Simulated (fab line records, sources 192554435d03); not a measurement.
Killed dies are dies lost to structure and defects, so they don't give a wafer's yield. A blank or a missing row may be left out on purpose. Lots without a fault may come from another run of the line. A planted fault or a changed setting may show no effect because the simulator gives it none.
fab line records | flow n5_finfet | part 1 of 2: steps 1 to 20 of 27
record lots=5 wafers=15 last_day=17
route steps=1938 shown BEOL_M12@1617
lots that met no fault: from a run of the same line without faults
start_h: hours from the record's first day to the start of the lot's first wafer shown | wait_h: hours since the lot's step before | " the same as in the row above | L1.1+2: a row that stands for several wafers | - no value, or no start given | * or withheld: withheld | < > ~ a bound
route shown NAME@n: a module of which the file shows steps, and the number in the route of the first | usual: mean/standard deviation of fault-free wafers | same: alike in all rows | chamber/n: place in a boat | sites: the reading at each site | _std_site: their standard deviation | _edge_site: outer sites' mean less inner sites' | radius_mm: how far each site lies from the wafer's centre | mask NAME#n: copy n | behind: the tool/chamber that last shaped the wafer | hold: why the lot was held/for how many hours/how that ended | device: the transistor (n, p or np) that didn't switch | end of line: the same wafers' tests at the end of the route | a step without rows: its recipe alone | killed: dies lost to structure and defects at the first sort, not the wafer's yield | map: a wafer's dies, x killed, . not, _ none there
set.NAME: the setting as run; set.NAME@STEP: as run at that earlier step | model.NAME: the simulator's own value behind a step, which no gauge read
lots at some steps of the route; a table a step, a row a wafer
services: from which hour (start_h, from the record's first day; less than 0 if before it) a tool's chamber was out of use, for how many hours, and why
## steps
# step N5_BEOL_M12_VIA_ETCH_16
# recipe chemistry=C4F8/O2/Ar target=SiOC pressure_mtorr=30 source_w=3000 bias_w=700 Ar_flow_sccm=400 C4F8_flow_sccm=15 O2_flow_sccm=8 he_inner_torr=15 he_outer_torr=30 target_depth_a=7248 time_s=withheld ion_energy_ev=250 ends=cleared
# usual drypump_motor_current_A=5.7/0.48 he_outer_torr=30.00/0.059 mfc_ar_sccm=400.0/1.1 oes_product_au=0.74/0.066 rf_fwd_power_W=2991/9.4 rf_vpp_V=665/3.3 showerhead_plenum_p_Torr=3.41/0.12 throttle_valve_pct=24.20/0.24
# columns lot.wafer tool chamber start_h wait_h drypump_motor_current_A he_outer_torr mfc_ar_sccm oes_product_au rf_fwd_power_W rf_vpp_V showerhead_plenum_p_Torr throttle_valve_pct
L084.4 rie_diel-02 2 278.01 0.0 5.8 29.97 401.9 0.76 2975 668 3.48 24.16
L084.5 " 3 " " 6.2 30.01 400.7 0.80 2982 662 3.34 24.22
L084.6 " 0 " " 5.6 29.92 400.1 0.75 2994 672 3.63 24.34
L086.1 rie_diel-06 3 314.75 0.0 5.6 29.94 399.4 0.69 3000 663 3.30 24.37
L086.2 " 0 " " 5.7 30.03 401.1 0.71 3010 670 3.60 24.13
L086.5 " 0 " " 5.7 29.95 400.6 0.72 2995 669 3.60 24.13
L092.3 rie_diel-01 2 348.26 0.0 6.2 29.96 399.6 0.75 2998 667 3.47 24.21
L092.4 " 0 " " 4.7 29.98 399.4 0.86 2990 664 3.33 23.71
L092.6 " 0 " " 4.7 30.10 399.8 0.85 2981 664 3.33 23.70
L095.4 rie_diel-01 3 352.51 0.0 5.4 30.13 399.7 0.74 3009 663 3.32 24.16
L095.5 " 3 " " 5.4 29.95 401.5 0.74 2994 662 3.32 24.14
L095.6 " 0 " " 4.7 30.11 401.0 0.84 2980 665 3.33 23.69
L096.2 rie_diel-06 0 360.66 0.0 5.7 30.06 400.4 0.70 3006 670 3.59 24.16
L096.3 " 2 " " 5.6 30.12 398.7 0.86 2974 669 3.49 24.40
L096.6 " 1 " " 6.3 30.00 400.6 0.76 3001 663 3.31 23.95
# step N5_BEOL_M12_STRIP_63
# recipe chemistry=N2/H2 power_w=1000 temp_c=250 h2_frac=0.65 overash_fraction=0.3 pressure_mtorr=1000 n2_flow_sccm=1750 h2_flow_sccm=3250
# usual drypump_motor_current_A=5.8/0.48 h2_flow_sccm=3251/9.7 heater_power_w=355/24 oes_product_au=0.693/0.0048 strip_time_to_endpoint_s=42.3/0.93
# columns lot.wafer tool chamber start_h wait_h drypump_motor_current_A h2_flow_sccm heater_power_w oes_product_au rf_hours_counter_h strip_time_to_endpoint_s
L084.4 plasma_asher-01 0 278.23 - 5.0 3244 364 0.693 - 41.5
L084.5 " 1 " " 6.4 3265 359 0.693 - 42.3
L084.6 " 0 " " 5.0 3231 364 0.694 - 41.1
L086.1 plasma_asher-01 1 314.95 - 6.4 3243 357 0.696 84 42.8
L086.2 " 0 " " 5.0 3260 363 0.691 84 41.8
L086.5 " 0 " " 5.0 3250 362 0.691 - 41.1
L092.3 plasma_asher-02 1 348.48 - 5.9 3239 316 0.687 - 44.2
L092.4 " 0 " " 5.8 3259 391 0.703 - 43.0
L092.6 " 1 " " 5.9 3250 319 0.697 - 43.7
L095.4 plasma_asher-02 0 352.73 - 5.9 3251 381 0.695 - 41.7
L095.5 " 0 " " 5.9 3245 386 0.686 - 41.9
L095.6 " 1 " " 5.9 3259 318 0.693 - 41.9
L096.2 plasma_asher-01 1 360.86 - 6.4 3245 350 0.692 92 43.1
L096.3 " 0 " " 5.0 3263 360 0.693 - 43.6
L096.6 " 0 " " 5.1 3246 375 0.695 - 42.3
# step N5_BEOL_M12_STRIP_64
# recipe chemistry=N2/H2 power_w=1000 temp_c=250 h2_frac=0.65 overash_fraction=0.3 pressure_mtorr=withheld n2_flow_sccm=1750 h2_flow_sccm=3250
# usual drypump_motor_current_A=5.8/0.48 h2_flow_sccm=3250/8.8 heater_power_w=355/24 oes_product_au=0.715/0.0052 strip_time_to_endpoint_s=31.33/0.084
# columns lot.wafer tool chamber start_h wait_h drypump_motor_current_A h2_flow_sccm heater_power_w oes_product_au rf_hours_counter_h strip_time_to_endpoint_s
L084.4 plasma_asher-01 0 278.29 0.0 5.0 3255 365 0.723 - 31.26
L084.5 " 1 " " 6.3 3233 355 0.709 - 31.32
L084.6 " 0 " " 5.0 3249 363 0.723 - 31.24
L086.1 plasma_asher-01 1 315.01 0.0 6.4 3257 345 0.708 84 31.30
L086.2 " 0 " " 5.0 3251 355 0.718 84 31.32
L086.5 " 0 " " 5.0 3248 358 0.719 - 31.29
L092.3 plasma_asher-02 1 348.54 0.0 5.9 3259 323 0.717 - 31.39
L092.4 " 0 " " 5.9 3248 397 0.711 - 31.33
L092.6 " 1 " " 5.9 3258 318 0.715 - 31.36
L095.4 plasma_asher-02 0 352.79 0.0 5.9 3261 381 0.713 - 31.43
L095.5 " 0 " " 5.9 3258 376 0.721 - 31.47
L095.6 " 1 " " 5.9 3252 324 0.712 - 31.43
L096.2 plasma_asher-01 1 360.92 0.0 6.4 3236 359 0.709 93 31.39
L096.3 " 0 " " 5.0 3261 362 0.711 - 31.20
L096.6 " 0 " " 5.0 3255 364 0.720 - 31.25
# step N5_BEOL_M12_STRIP_71
# recipe chemistry=post_etch_residue_remover time_s=60 temp_c=25 remover_ph=withheld remover_water_wt_pct=withheld remover_fluoride_wt_pct=withheld
# columns lot.wafer tool chamber start_h wait_h
L084.4+5+6 wet_bench-05 1,6,5 278.35 0.0
L086.1+2+5 wet_bench-01 3,2,1 315.10 0.1
L092.3+4+6 wet_bench-05 7,3,0 348.61 0.0
L095.4+5+6 wet_bench-01 0,7,3 352.86 0.0
L096.2+3+6 wet_bench-03 2,5,3 361.01 0.1
# step N5_BEOL_M12_SRD_72
# recipe time_s=30 temp_c=23 rinse_liquid=diw dry=n2_spin spin_rpm=1500 dry_time_s=30
# usual bath_heat_duty_pct=3.5/0.61 spin_rpm=1500.0/0.77
# columns lot.wafer tool chamber start_h wait_h bath_heat_duty_pct spin_rpm
L084.4 wet_bench-05 1 278.37 0.0 3.5 1499.3
L084.5 " 6 " " 4.0 1498.9
L084.6 " 5 " " 2.4 1500.6
L086.1 wet_bench-01 3 315.12 0.0 3.4 1500.4
L086.2 " 2 " " 3.2 1500.8
L086.5 " 1 " " 3.4 1500.2
L092.3 wet_bench-05 7 348.63 0.0 4.2 1499.0
L092.4 " 3 " " 5.0 1501.9
L092.6 " 0 " " 3.7 1499.6
L095.4 wet_bench-01 0 352.88 0.0 2.9 1499.1
L095.5 " 7 " " 3.4 1498.4
L095.6 " 3 " " 3.2 1498.0
L096.2 wet_bench-03 2 361.03 0.0 3.1 1500.5
L096.3 " 5 " " 3.6 1500.0
L096.6 " 3 " " 3.4 1500.0
# step N5_BEOL_M12_CD_MEAS_17
# recipe target_cd_nm=140 polarity=opening
# usual cd_nm=141.9/2.2
# columns lot.wafer tool chamber start_h wait_h cd_nm
L084.4 cd_sem-01 - 278.42 0.0 141.6
L084.5 " - " " 141.6
L084.6 " - " " 141.3
L086.1 cd_sem-02 - 315.15 0.0 143.6
L086.2 " - " " 143.4
L086.5 " - " " 143.5
L092.3 cd_sem-01 - 348.67 0.0 142.9
L092.4 " - " " 140.4
L092.6 " - " " 142.7
L095.4 cd_sem-01 - 352.93 0.0 138.3
L095.5 " - " " 141.2
L095.6 " - " " 142.2
L096.2 cd_sem-01 - 361.07 0.0 145.1
L096.3 " - " " 143.9
L096.6 " - " " 144.8
# step N5_BEOL_M12_COAT_65
# recipe resist=SOC temp_c=250 time_s=60 spin_rpm=1500 resist_thk_nm=300
# usual plate_temp_C=249.98/0.17
# columns lot.wafer tool chamber start_h wait_h plate_temp_C
L084.4 litho_track-04 0 278.45 0.0 249.78
L084.5 " 0 " " 249.93
L084.6 " 0 " " 250.20
L086.1 litho_track-03 0 315.19 0.0 249.98
L086.2 " 0 " " 249.94
L086.5 " 0 " " 249.76
L092.3 litho_track-02 0 348.71 0.0 250.17
L092.4 " 0 " " 250.03
L092.6 " 0 " " 250.01
L095.4 litho_track-04 0 352.96 0.0 249.94
L095.5 " 0 " " 250.02
L095.6 " 0 " " 250.18
L096.2 litho_track-04 0 361.11 0.0 249.62
L096.3 " 0 " " 249.86
L096.6 " 0 " " 249.76
# step N5_BEOL_M12_COAT_66
# recipe resist=SiARC temp_c=220 time_s=60 spin_rpm=1500 resist_thk_nm=110
# usual plate_temp_C=219.98/0.16
# columns lot.wafer tool chamber start_h wait_h plate_temp_C
L084.4 litho_track-04 0 - - 220.04
L084.5 " 0 " " 219.98
L084.6 " 0 " " 219.79
L086.1 litho_track-03 0 - - 220.28
L086.2 " 0 " " 219.98
L086.5 " 0 " " 220.19
L092.3 litho_track-02 0 - - 219.93
L092.4 " 0 " " 220.15
L092.6 " 0 " " 219.93
L095.4 litho_track-04 0 - - 220.14
L095.5 " 0 " " 220.06
L095.6 " 0 " " 220.09
L096.2 litho_track-04 0 - - 219.78
L096.3 " 0 " " 219.86
L096.6 " 0 " " 219.83
# step N5_BEOL_M12_COAT_22
# recipe spin_rpm=2888 resist_thk_nm=300
# columns lot.wafer tool chamber start_h wait_h
L084.4+5+6 litho_track-04 0 - -
L086.1+2+5 litho_track-03 0 - -
L092.3+4+6 litho_track-02 0 - -
L095.4+5+6 litho_track-04 0 - -
L096.2+3+6 litho_track-04 0 - -
# step N5_BEOL_M12_EBR_24
# recipe solvent=PGMEA ebr_width_mm=1.5
# columns lot.wafer tool chamber start_h wait_h
L084.4+5+6 litho_track-04 0 - -
L086.1+2+5 litho_track-03 0 - -
L092.3+4+6 litho_track-02 0 - -
L095.4+5+6 litho_track-04 0 - -
L096.2+3+6 litho_track-04 0 - -
# step N5_BEOL_M12_SOFTBAKE_23
# recipe temp_c=130 time_s=60
# usual plate_temp_C=129.97/0.14
# columns lot.wafer tool chamber start_h wait_h plate_temp_C
L084.4 litho_track-04 0 - - 129.71
L084.5 " 0 " " 129.92
L084.6 " 0 " " 129.93
L086.1 litho_track-03 0 - - 130.14
L086.2 " 0 " " 130.00
L086.5 " 0 " " 130.14
L092.3 litho_track-02 0 - - 129.62
L092.4 " 0 " " 130.15
L092.6 " 0 " " 130.07
L095.4 litho_track-04 0 - - 130.00
L095.5 " 0 " " 129.69
L095.6 " 0 " " 129.99
L096.2 litho_track-04 0 - - 129.95
L096.3 " 0 " " 130.00
L096.6 " 0 " " 130.01
# step N5_BEOL_M12_EXPOSE_25
# recipe mask_id=M12 na=0.93 source_shape=conventional sigma_outer=0.4 polarization=unpolarized dose_mj=21.8
# usual stage_vel_mm_s=499.94/0.27
# columns lot.wafer tool chamber start_h wait_h mask stage_vel_mm_s
L084.4 krf_scanner-01 0 278.71 - M12#0 500.14
L084.5 " 0 " " M12#0 499.70
L084.6 " 0 " " M12#0 499.78
L086.1 krf_scanner-02 0 315.43 - M12#0 499.73
L086.2 " 0 " " M12#0 499.81
L086.5 " 0 " " M12#0 500.32
L092.3 krf_scanner-01 0 348.84 - M12#0 500.18
L092.4 " 0 " " M12#0 499.82
L092.6 " 0 " " M12#0 499.65
L095.4 krf_scanner-01 0 353.10 - M12#0 500.19
L095.5 " 0 " " M12#0 500.43
L095.6 " 0 " " M12#0 500.14
L096.2 krf_scanner-02 0 361.23 - M12#0 499.93
L096.3 " 0 " " M12#0 500.07
L096.6 " 0 " " M12#0 500.04
# step N5_BEOL_M12_PEB_26
# recipe peb_temp_c=130 peb_time_s=90
# usual plate_temp_C=130.02/0.11
# columns lot.wafer tool chamber start_h wait_h plate_temp_C
L084.4 litho_track-04 0 278.75 0.0 130.06
L084.5 " 0 " " 130.02
L084.6 " 0 " " 129.95
L086.1 litho_track-02 0 315.49 0.1 129.81
L086.2 " 0 " " 130.05
L086.5 " 0 " " 129.91
L092.3 litho_track-04 0 348.88 0.0 130.03
L092.4 " 0 " " 129.98
L092.6 " 0 " " 129.99
L095.4 litho_track-04 0 353.14 0.0 130.11
L095.5 " 0 " " 130.01
L095.6 " 0 " " 130.06
L096.2 litho_track-03 0 361.28 0.0 129.93
L096.3 " 0 " " 129.78
L096.6 " 0 " " 129.86
# step N5_BEOL_M12_DEVELOP_27
# recipe develop_time_s=45 rinse_liquid=diw dry=air_spin dev_temp_c=21
# columns lot.wafer tool chamber start_h wait_h
L084.4+5+6 litho_track-04 0 - -
L086.1+2+5 litho_track-02 0 - -
L092.3+4+6 litho_track-04 0 - -
L095.4+5+6 litho_track-04 0 - -
L096.2+3+6 litho_track-03 0 - -
# step N5_BEOL_M12_HARDBAKE_32
# recipe temp_c=130 time_s=120
# usual plate_temp_C=130.00/0.13
# columns lot.wafer tool chamber start_h wait_h plate_temp_C
L084.4 litho_track-04 0 - - 130.29
L084.5 " 0 " " 130.10
L084.6 " 0 " " 130.24
L086.1 litho_track-02 0 - - 130.16
L086.2 " 0 " " 130.14
L086.5 " 0 " " 129.91
L092.3 litho_track-04 0 - - 130.00
L092.4 " 0 " " 129.95
L092.6 " 0 " " 130.13
L095.4 litho_track-04 0 - - 130.00
L095.5 " 0 " " 129.84
L095.6 " 0 " " 130.13
L096.2 litho_track-03 0 - - 130.00
L096.3 " 0 " " 129.93
L096.6 " 0 " " 130.06
# step N5_BEOL_M12_CD_MEAS_28
# recipe target_cd_nm=160.2 landing_energy_ev=500 detector=se_inlens polarity=opening
# usual cd_nm=160.6/1.3
# columns lot.wafer tool chamber start_h wait_h cd_nm
L084.4 cd_sem-02 0 278.87 - 160.1
L084.5 " 0 " " 161.2
L084.6 " 0 " " 159.9
L086.1 cd_sem-01 0 315.61 - 161.6
L086.2 " 0 " " 162.3
L086.5 " 0 " " 163.3
L092.3 cd_sem-01 0 349.00 - 158.8
L092.4 " 0 " " 159.1
L092.6 " 0 " " 159.1
L095.4 cd_sem-03 0 353.26 - 159.4
L095.5 " 0 " " 158.6
L095.6 " 0 " " 162.9
L096.2 cd_sem-01 0 361.40 - 158.8
L096.3 " 0 " " 158.4
L096.6 " 0 " " 160.0
# step N5_BEOL_M12_OVL_MEAS_29
# recipe points_per_wafer=44
# usual M12_OVL=1/6.3
# same points_per_wafer=44
# columns lot.wafer tool chamber start_h wait_h M12_OVL[nm]
L084.4 overlay-01 0 278.90 0.0 1
L084.5 " 0 " " -10
L084.6 " 0 " " -1
L086.1 overlay-02 0 315.64 0.0 3
L086.2 " 0 " " 7
L086.5 " 0 " " 1
L092.3 overlay-01 0 349.03 0.0 3
L092.4 " 0 " " 5
L092.6 " 0 " " -3
L095.4 overlay-02 0 353.28 0.0 6
L095.5 " 0 " " -4
L095.6 " 0 " " 3
L096.2 overlay-02 0 361.43 0.0 -1
L096.3 " 0 " " 2
L096.6 " 0 " " -2
# step N5_BEOL_M12_INSPECT_30
# recipe mode=adi inspect_instrument=macro
# usual raw_defect_count=2.2/1.4
# columns lot.wafer tool chamber start_h wait_h raw_defect_count
L084.4 defect_inspect-02 - 278.92 0.0 2
L084.5 " - " " 0
L084.6 " - " " 1
L086.1 defect_inspect-02 - 315.66 0.0 1
L086.2 " - " " 3
L086.5 " - " " 1
L092.3 defect_inspect-01 - 349.05 0.0 4
L092.4 " - " " 3
L092.6 " - " " 2
L095.4 defect_inspect-02 - 353.31 0.0 4
L095.5 " - " " 2
L095.6 " - " " 2
L096.2 defect_inspect-02 - 361.45 0.0 2
L096.3 " - " " 4
L096.6 " - " " 2
# step N5_BEOL_M12_DESCUM_33
# recipe chemistry=O2 time_s=7.9 source_power_w=50 bias_power_w=20 pressure_mtorr=20 rf_frequency_hz=2.712e+07 temp_c=40 o2_flow_sccm=225
# usual drypump_motor_current_A=5.7/0.48 oes_product_au=0.81/0.072 rf_fwd_power_W=49.42/0.18 rf_vpp_V=242.8/1.3 showerhead_plenum_p_Torr=2.08/0.078 throttle_valve_pct=20.43/0.28
# columns lot.wafer tool chamber start_h wait_h drypump_motor_current_A oes_product_au rf_fwd_power_W rf_hours_counter_h rf_vpp_V showerhead_plenum_p_Torr throttle_valve_pct
L084.4 rie_diel-02 2 278.95 0.0 5.8 0.85 49.59 59 244.2 2.13 20.34
L084.5 " 1 " " 6.3 0.75 49.59 - 239.8 2.01 20.36
L084.6 " 0 " " 5.5 0.84 49.30 - 244.4 2.22 20.45
L086.1 rie_diel-01 1 315.88 0.2 5.1 0.69 49.33 230 242.0 2.01 21.15
L086.2 " 3 " " 5.4 0.83 49.50 76 240.9 2.01 20.25
L086.5 " 3 " " 5.4 0.83 49.65 - 241.7 2.01 20.25
L092.3 rie_diel-02 1 349.20 0.2 6.3 0.73 49.45 209 242.0 2.01 20.38
L092.4 " 0 " " 5.5 0.82 49.32 98 244.5 2.21 20.49
L092.6 " 0 " " 5.5 0.81 49.62 - 243.3 2.21 20.49
L095.4 rie_diel-02 3 353.50 0.2 6.1 0.86 49.33 66 241.9 2.02 20.38
L095.5 " 3 " " 6.1 0.85 49.35 - 241.8 2.02 20.37
L095.6 " 0 " " 5.5 0.82 49.55 - 243.6 2.21 20.47
L096.2 rie_diel-01 2 361.52 0.1 6.2 0.83 49.66 74 243.3 2.11 20.30
L096.3 " 3 " " 5.4 0.81 49.54 94 241.7 2.01 20.28
L096.6 " 3 " " 5.4 0.82 49.71 - 240.4 2.01 20.26
# step N5_BEOL_M12_ETCH_67
# recipe chemistry=CF4 target=SiARC target_depth_a=1430 time_s=238.3 ion_energy_ev=80 pressure_mtorr=40 source_w=545 bias_w=36 Ar_flow_sccm=100 cf4_flow_sccm=100 ends=cleared
# usual drypump_motor_current_A=5.7/0.48 etch_rf_on_time_s=235/5.5 mfc_ar_sccm=100.0/0.34 oes_product_au=0.69/0.061 rf_fwd_power_W=543.0/1.6 rf_vpp_V=183.9/1.2 showerhead_plenum_p_Torr=2.13/0.076 throttle_valve_pct=15.60/0.21
# columns lot.wafer tool chamber start_h wait_h drypump_motor_current_A etch_rf_on_time_s mfc_ar_sccm oes_product_au rf_fwd_power_W rf_hours_counter_h rf_vpp_V showerhead_plenum_p_Torr throttle_valve_pct
L084.4 rie_diel-02 2 278.99 0.0 5.8 233 99.8 0.71 541.0 59 184.2 2.18 15.54
L084.5 " 1 " " 6.3 241 100.1 0.64 543.3 - 180.9 2.06 15.58
L084.6 " 0 " " 5.5 233 100.4 0.72 546.0 - 186.5 2.26 15.56
L086.1 rie_diel-01 1 315.91 0.0 5.0 240 100.1 0.59 543.3 230 182.6 2.03 16.10
L086.2 " 3 " " 5.4 239 100.5 0.70 543.8 76 183.1 2.08 15.46
L086.5 " 3 " " 5.4 244 100.5 0.71 541.7 - 182.7 2.08 15.47
L092.3 rie_diel-02 1 349.24 0.0 6.3 240 100.2 0.61 544.0 209 184.7 2.06 15.63
L092.4 " 0 " " 5.5 233 99.6 0.69 542.4 98 185.3 2.26 15.61
L092.6 " 0 " " 5.5 233 99.7 0.69 545.5 - 186.8 2.26 15.61
L095.4 rie_diel-02 3 353.53 0.0 6.1 237 99.7 0.72 542.7 66 182.7 2.09 15.63
L095.5 " 3 " " 6.1 234 99.6 0.73 542.9 - 183.9 2.09 15.63
L095.6 " 0 " " 5.5 235 99.9 0.69 542.1 - 184.5 2.26 15.61
L096.2 rie_diel-01 2 361.56 0.0 6.2 241 100.1 0.70 544.5 74 184.7 2.17 15.55
L096.3 " 3 " " 5.4 238 100.2 0.69 542.4 94 183.5 2.08 15.51
L096.6 " 3 " " 5.4 240 100.3 0.69 544.4 - 183.5 2.08 15.50
